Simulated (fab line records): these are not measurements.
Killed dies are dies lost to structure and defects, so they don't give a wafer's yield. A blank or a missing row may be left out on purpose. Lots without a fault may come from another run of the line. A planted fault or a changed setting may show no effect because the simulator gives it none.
Matching of chambers    flow nandHarc    4 sister chambers for NHARC_P_GATE_ALD_36 on aldSin-01
The step deposits SiNx, target thk 20 nm, pulse time 60 s, ald cycles 223. 16 wafers are shown with their chamber, then 8 later ones without.

== WAFERS PAIRED WITH THEIR CHAMBERS ==
wafer   chamber  heaterPowerW (W)  precursorPulseHeightRel
L076.3  3        917               1.003
L076.2  2        937               0.982
L076.4  1        924               1.009
L079.2  2        970               1.021
L079.6  3        925               1.021
L079.5  0        877               0.998
L082.4  1        905               1.022
L082.1  3        951               1.023
L082.2  0        878               1.016
L087.3  0        834               0.994
L087.2  1        871               0.958
L087.1  2        982               1.027
L087.4  3        980               0.986
L087.5  0        829               0.988
L087.6  1        910               0.971
L090.3  2        1003              1.004

SIGNATURES, as means of the wafers listed above
reading                  chamber 0  chamber 1  chamber 2  chamber 3  scatter within a chamber
heaterPowerW             854.50     902.50     973.00     943.25     26.4
precursorPulseHeightRel  0.99900    0.99000    1.00850    1.00825    0.0211
Rule: for a wafer and a chamber, the distance is found by dividing, reading by reading, the gap between the wafer's reading and the chamber's mean by the reading's scatter, squaring, summing and taking the root. The wafer belongs to the nearest chamber; if the next one is less than 2 further off, it can't be placed. The scatter: take each reading less its chamber's mean, square it, sum over the shown wafers, divide by the number of wafers less the number of chambers, and take the root.

== WAFERS WHOSE CHAMBER IS MISSING ==
wafer   heaterPowerW (W)  precursorPulseHeightRel
L090.1  850               1.007
L090.5  986               1.019
L093.1  881               0.998
L093.5  847               1.003
L093.6  893               1.001
L096.1  974               0.980
L096.3  896               1.017
L096.6  1014              1.003

== WHICH CHAMBER EACH ONE RAN IN ==
wafer   from the rows above                in truth
L090.1  can't be placed: 0 or 1            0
L090.5  can't be placed: 2 or 3            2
L093.1  can't be placed: 1 or 0 or 3       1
L093.5  can't be placed: 0 or 1            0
L093.6  can't be placed: 1 or 0 or 3       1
L096.1  can't be placed: 2 or 3 or 1       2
L096.3  can't be placed: 1 or 0 or 3 or 2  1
L096.6  can't be placed: 2 or 3            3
0 of 8 placed correctly. Unplaceable from these rows: 8, with the true chamber sitting among the candidates in 8. Number placed wrongly: 0.
